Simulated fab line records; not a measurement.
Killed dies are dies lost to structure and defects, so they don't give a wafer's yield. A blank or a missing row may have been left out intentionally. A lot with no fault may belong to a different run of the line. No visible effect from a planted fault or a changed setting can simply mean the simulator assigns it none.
Chamber matching	flow nandHarc	rieDiel-02 running NHARC_A_M1_ETCH_35: 4 sister chambers
The step etches the open film in N2/H2, target depth 40 nm, overetch 12 nm, time 43.94 s. 4 wafers are shown with their chamber, then 9 later ones without.

WAFERS, EACH WITH ITS CHAMBER
wafer	chamber	showerheadPlenumPTorr (Torr)
L823.3	3	2.16
L824.1	1	1.91
L824.2	0	1.89
L824.6	2	2.20

WAFERS WHOSE CHAMBER IS MISSING
wafer	showerheadPlenumPTorr (Torr)
L827.1	1.89
L827.3	1.90
L827.4	2.20
L828.2	1.89
L828.3	1.90
L828.6	2.16
L830.1	2.20
L830.2	1.90
L830.4	2.20

EACH ONE'S CHAMBER
wafer	from the rows above	in truth
L827.1	0	0
L827.3	can't be placed: 0 or 1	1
L827.4	2	2
L828.2	0	0
L828.3	can't be placed: 0 or 1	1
L828.6	3	3
L830.1	2	2
L830.2	can't be placed: 0 or 1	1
L830.4	2	2
Placed correctly: 6 of 9. Not placeable from these rows: 3 (in 3, the candidates include the true chamber). 0 placed wrongly.
How it was worked out, from the rows above alone: a wafer's distance from a chamber is the root of the sum, over the readings, of the square of ((its reading less the chamber's mean) divided by the reading's scatter). The wafer belongs to the nearest chamber; if the next one is less than 2 further off, it can't be placed. A chamber's mean is the mean of its shown wafers. The scatter: root of mean squared gap, hidden wafer to nearest shown wafer, with one shown wafer a chamber.
